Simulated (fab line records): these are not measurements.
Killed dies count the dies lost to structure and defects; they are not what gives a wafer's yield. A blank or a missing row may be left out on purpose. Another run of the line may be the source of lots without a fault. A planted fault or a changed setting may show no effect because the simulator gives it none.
Which tool did it? ; flow n5 finfet ; 24 lots with 72 wafers sampled at 3 steps, on a route of 1938 steps

## WHAT THE GAUGES READ, wafer by wafer
N5_BEOL_M14_OCD_MEAS_35.
lot;measured;on;trench depth nm (nm)
L074;day 10 16:05;ocd-02;562 542 556
L075;day 11 03:16;ocd-01;536 555 543
L077;day 11 08:13;ocd-02;539 552 522
L078;day 11 19:59;ocd-02;562 562 567
L076;day 11 20:37;ocd-01;557 561 561
L080;day 12 02:04;ocd-01;550 560 552
L079;day 12 08:56;ocd-01;536 558 551
L082;day 13 00:33;ocd-02;546 533 532
L081;day 13 01:52;ocd-02;548 528 551
L083;day 13 08:23;ocd-01;550 551 541
L084;day 13 08:58;ocd-01;542 526 541
L086;day 13 15:35;ocd-01;548 531 541
L085;day 13 18:42;ocd-02;569 557 519
L089;day 14 07:15;ocd-02;534 551 531
L087;day 14 08:32;ocd-02;547 544 546
L088;day 14 19:33;ocd-01;552 531 556
L091;day 15 03:13;ocd-02;555 540 558
L090;day 15 06:04;ocd-01;564 559 534
L092;day 15 17:49;ocd-02;565 542 564
L094;day 16 00:03;ocd-02;527 544 554
L093;day 16 02:28;ocd-02;558 567 554
L095;day 16 15:04;ocd-02;551 562 518
L096;day 16 20:28;ocd-01;522 558 524
L097;day 16 23:43;ocd-02;533 571 527

## TOOL THAT RAN EACH LOT (tool first, then ch and the chambers of the sampled wafers, then the start)
lot;N5_BEOL_M13_SPUTTER_44;N5_BEOL_M14_DESCUM_33
L074;pvd sputter-03, day 10 12:27;rie diel-04 ch 1,2, day 10 15:29
L075;pvd sputter-02, day 10 23:47;rie diel-01 ch 0,1,2, day 11 02:39
L077;pvd sputter-03, day 11 04:50;rie diel-04 ch 1,2,3, day 11 07:37
L078;pvd sputter-02, day 11 16:24;rie diel-05 ch 2,3, day 11 19:23
L076;pvd sputter-01, day 11 17:05;rie diel-05 ch 2,3, day 11 20:00
L080;pvd sputter-01, day 11 22:12;rie diel-05 ch 0,2, day 12 01:28
L079;pvd sputter-02, day 12 05:09;rie diel-01 ch 0,1,2, day 12 08:20
L082;pvd sputter-03, day 12 20:41;rie diel-01 ch 0,2, day 12 23:56
L081;pvd sputter-01, day 12 21:22;rie diel-04 ch 2,3, day 13 01:16
L083;pvd sputter-03, day 13 04:57;rie diel-04 ch 1,2, day 13 07:47
L084;pvd sputter-01, day 13 05:25;rie diel-04 ch 1,3, day 13 08:22
L086;pvd sputter-02, day 13 11:33;rie diel-01 ch 0,1,2, day 13 14:58
L085;pvd sputter-01, day 13 15:23;rie diel-05 ch 0,1,3, day 13 18:05
L089;pvd sputter-02, day 14 03:56;rie diel-01 ch 0,2, day 14 06:38
L087;pvd sputter-03, day 14 04:59;rie diel-04 ch 2,3, day 14 07:55
L088;pvd sputter-01, day 14 16:07;rie diel-01 ch 0,2,3, day 14 18:56
L091;pvd sputter-01, day 14 23:47;rie diel-04 ch 0,1,3, day 15 02:37
L090;pvd sputter-02, day 15 02:32;rie diel-01 ch 2,3, day 15 05:28
L092;pvd sputter-03, day 15 14:25;rie diel-04 ch 0,1, day 15 17:12
L094;pvd sputter-02, day 15 20:51;rie diel-01 ch 0,2,3, day 15 23:26
L093;pvd sputter-03, day 15 22:05;rie diel-04 ch 0,3, day 16 01:51
L095;pvd sputter-01, day 16 11:37;rie diel-05 ch 0,1,2, day 16 14:26
L096;pvd sputter-02, day 16 17:08;rie diel-05 ch 0,1, day 16 19:51
L097;pvd sputter-02, day 16 20:19;rie diel-01 ch 1,2, day 16 23:06
- N5_BEOL_M13_SPUTTER_44: material Ta, target thk 10 nm, time 16.13 s.
- N5_BEOL_M14_DESCUM_33: chemistry O2, time 7.9 s.

## WHAT THE TOOLS THEMSELVES READ (means of the sampled wafers that have a number; where no wafer has one, the mark that the record gives instead)
N5_BEOL_M13_SPUTTER_44.
lot;tool;chamber pressure pa (Pa);throttle valve pct (%)
L074;pvd sputter-03;0.07012;30.0
L075;pvd sputter-02;0.06997;30.4
L077;pvd sputter-03;0.07012;29.8
L078;pvd sputter-02;0.07000;30.8
L076;pvd sputter-01;0.07005;29.1
L080;pvd sputter-01;0.06990;30.4
L079;pvd sputter-02;0.06992;30.4
L082;pvd sputter-03;0.06997;29.3
L081;pvd sputter-01;0.07009;29.7
L083;pvd sputter-03;0.06990;29.9
L084;pvd sputter-01;0.06992;30.5
L086;pvd sputter-02;0.07003;30.4
L085;pvd sputter-01;0.06992;30.5
L089;pvd sputter-02;0.07007;30.6
L087;pvd sputter-03;0.06995;29.6
L088;pvd sputter-01;0.07009;29.2
L091;pvd sputter-01;0.07008;29.9
L090;pvd sputter-02;0.07021;30.4
L092;pvd sputter-03;0.07005;29.4
L094;pvd sputter-02;0.07011;30.7
L093;pvd sputter-03;0.07007;29.4
L095;pvd sputter-01;0.07014;30.5
L096;pvd sputter-02;0.07015;29.9
L097;pvd sputter-02;0.07000;29.9

N5_BEOL_M14_DESCUM_33.
lot;tool;drypump motor current A (A);o2 flow sccm (sccm);oes product au (a.u.);rf vpp V (V);showerhead plenum p Torr (Torr);temp c (C);throttle valve pct (%)
L074;rie diel-04;5.3;225.3;0.76;243.1;2.09;39.95;20.45
L075;rie diel-01;5.3;225.3;0.85;243.2;2.07;39.97;20.31
L077;rie diel-04;5.2;225.2;0.75;243.3;2.13;39.99;20.50
L078;rie diel-05;5.0;225.4;0.75;242.4;2.04;40.06;20.49
L076;rie diel-05;5.0;225.7;0.75;242.3;2.04;40.10;20.49
L080;rie diel-05;5.7;224.8;0.84;242.4;2.06;40.02;20.01
L079;rie diel-01;5.3;224.3;0.83;242.5;2.07;40.06;20.34
L082;rie diel-01;5.8;225.1;0.89;242.7;2.03;40.07;20.19
L081;rie diel-04;5.2;225.1;0.67;242.3;2.05;39.90;20.58
L083;rie diel-04;5.3;225.5;0.74;242.1;2.08;40.04;20.47
L084;rie diel-04;5.2;225.2;0.80;244.5;2.20;39.99;20.47
L086;rie diel-01;5.3;225.5;0.82;242.7;2.07;40.03;20.34
L085;rie diel-05;5.7;225.1;0.75;242.3;2.00;40.07;20.38
L089;rie diel-01;5.8;224.5;0.87;241.6;2.03;40.10;20.19
L087;rie diel-04;5.0;224.8;0.89;242.4;2.09;40.00;20.34
L088;rie diel-01;5.4;224.8;0.86;243.0;2.04;40.07;20.22
L091;rie diel-04;5.3;225.0;0.89;243.4;2.12;39.98;20.33
L090;rie diel-01;5.3;224.9;0.88;242.5;2.04;40.08;20.18
L092;rie diel-04;5.4;225.2;0.85;243.7;2.08;39.95;20.38
L094;rie diel-01;5.4;224.1;0.86;242.5;2.03;39.84;20.24
L093;rie diel-04;5.1;225.2;0.90;243.7;2.08;39.99;20.30
L095;rie diel-05;5.8;225.3;0.77;241.8;2.03;39.96;20.24
L096;rie diel-05;6.2;225.1;0.74;241.8;1.99;40.13;20.37
L097;rie diel-01;5.8;225.1;0.89;243.7;2.06;39.92;20.18

## THE ANSWER, worked out from the rows above alone
Rule: the lots themselves supply what counts as usual. Put in order of their means at a reading, lots are off if they are a third of the lots or fewer, leave a main group of 4 or more, and stand apart from it by a gap of 3 or more times the standard deviation of the main group's means; of several such gaps the widest counts. A main group whose means are all the same, to the digits that the tables above print for the reading, isn't used. A lot without any number at a reading at which 4 lots or more have one is off too. Any other lot the step has rows for is counted as sound. First the gauges in route order, then the tools' own readings, where a lot's mean is used as printed above. The first step at which some lot is off is used, and at that step the reading that is off furthest; a lot without a number counts as furthest.
Nothing can be told from this: no lot is off at any reading shown.

## WHAT THE SIMULATOR HAD INSERTED
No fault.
